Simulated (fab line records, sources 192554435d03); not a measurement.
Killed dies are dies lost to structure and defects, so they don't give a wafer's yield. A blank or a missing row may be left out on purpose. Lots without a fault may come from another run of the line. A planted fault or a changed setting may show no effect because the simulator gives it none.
Split-lot experiment | flow n5_finfet | 7 lots, 21 wafers read, on a route of 1938 steps

THE SPLIT
At N5_MOL_CONTACT_COAG_ETCHBACK_136 (etches SiO2 in CHF3, target depth 25 nm, time 16.7 s), the setting target_depth_a was moved away from the recipe's 250 angstrom on 8 of the 21 wafers read, by -9.4% to +7.0%. The other wafers ran this setting at the recipe's value.

The file shows no step between the split and the reading.

THE READING
etch.depth_nm (the simulator's own value, which no gauge read), in nm, at N5_MOL_CONTACT_COAG_VIA_ETCH_117 (etches SiO2 in C4F6/O2, target depth 40 nm, overetch 8 nm, time 26 s). The file gives no usual value for it. The 13 wafers here that ran the recipe average 39.75 nm, standard deviation 0.42 nm.

wafer  | tool, chamber at the split | target_depth_a as run, angstrom | against the recipe | etch.depth_nm, nm | against lot-mates on the recipe
L076.1 | rie_diel-01, 1,3           | 250                             | recipe             | 39.21             | -
L076.3 | rie_diel-01, 1,3           | 250                             | recipe             | 39.33             | -
L076.5 | rie_diel-01, 1             | 267.2                           | +6.9%              | 37.57             | -1.70
L088.2 | rie_diel-01, 0             | 250                             | recipe             | 40.25             | -
L088.3 | rie_diel-01, 1,2           | 226.5                           | -9.4%              | 42.37             | +2.12
L088.4 | rie_diel-01, 1,2           | 226.5                           | -9.4%              | 42.2              | +1.95
L089.2 | rie_diel-06, 3,2           | 226.5                           | -9.4%              | 42.55             | +2.51
L089.3 | rie_diel-06, 2             | 250                             | recipe             | 40.04             | -
L089.4 | rie_diel-06, 3,2           | 226.5                           | -9.4%              | 42.34             | +2.30
L091.1 | rie_diel-01, 1,3,2         | 250                             | recipe             | 39.67             | -
L091.4 | rie_diel-01, 1,3,2         | 250                             | recipe             | 39.19             | -
L091.6 | rie_diel-01, 1,3,2         | 250                             | recipe             | 39.71             | -
L092.1 | rie_diel-01, 3,1,1         | 250                             | recipe             | 39.09             | -
L092.3 | rie_diel-01, 3,1,1         | 250                             | recipe             | 39.81             | -
L092.6 | rie_diel-01, 3,1,1         | 250                             | recipe             | 39.87             | -
L095.1 | rie_diel-02, 2,1,3         | 250                             | recipe             | 40.3              | -
L095.4 | rie_diel-02, 2,1,3         | 250                             | recipe             | 40.27             | -
L095.6 | rie_diel-02, 2,1,3         | 250                             | recipe             | 40.06             | -
L096.1 | rie_diel-01, 3,0,2         | 267.6                           | +7.0%              | 37.95             | no lot-mate on the recipe
L096.3 | rie_diel-01, 3,0,2         | 267.6                           | +7.0%              | 38.87             | no lot-mate on the recipe
L096.4 | rie_diel-01, 3,0,2         | 267.6                           | +7.0%              | 38.91             | no lot-mate on the recipe
Where a row lists several chambers, the file gives one row for several wafers and doesn't say which wafer went through which chamber.

THE FIT
A straight line over all 21 wafers: etch.depth_nm changes by -0.249 nm for each +1% of target_depth_a; r = -0.94; the points scatter about the line by 0.47 nm.
The same after taking each lot's own level away (the mean of its wafers on the recipe; 18 wafers): -0.238 nm for each +1%; r = -0.98; scatter 0.22 nm.
On that fit, the largest move of target_depth_a shifts the reading by 2.2 nm.
The lots' own levels span 39.270 to 40.250 nm, that is 2.4 times the standard deviation above.
So the lot-to-lot level changes the slope little: the two slopes agree.
Check: with one of the wafers moved furthest among these (-9.4%) left out of the fit, the line predicts +2.26 nm for it against its lot-mates. It came out at +2.12 nm against them.

OTHER SPLITS ON THESE WAFERS
These wafers also went through other splits before the reading. Each is held against what the fit with the lots' levels taken away leaves over:
other split on the same wafers          | wafers away from the commonest value | r with etch.depth_nm (lot level and that fit taken away)
N5_ZERO_LAYER_EXPOSE_08 dose_mj         | 8                                    | +0.13
N5_ZERO_LAYER_DEVELOP_10 develop_time_s | 8                                    | +0.38
N5_SD_EPI_N_COAT_33 spin_rpm            | 8                                    | +0.03
N5_SD_EPI_N_EXPOSE_06 dose_mj           | 8                                    | +0.20
N5_ILD0_CMP_03 down_force_psi           | 6                                    | +0.14
N5_SDB_COAT_05 spin_rpm                 | 7                                    | +0.16

THE WHOLE CHAIN: every reading that the file lists as answering this split, in the file's order
step                             | what it does                                                         | reading                                                                            | change (the file's fit)               | r (the file's)
N5_MOL_CONTACT_COAG_VIA_ETCH_117 | etches SiO2 in C4F6/O2, target depth 40 nm, overetch 8 nm, time 26 s | MOL_CONTACT_COAG.feature_depth_nm (the simulator's own value, which no gauge read) | -0.245 nm for each +1% of the setting | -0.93
N5_MOL_CONTACT_COAG_VIA_ETCH_117 | etches SiO2 in C4F6/O2, target depth 40 nm, overetch 8 nm, time 26 s | etch.depth_nm (the simulator's own value, which no gauge read)                     | -0.238 nm for each +1% of the setting | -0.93

THE FILE'S OWN FIT
etch.depth_nm changes by -0.238 nm for each +1% of target_depth_a, r = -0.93.
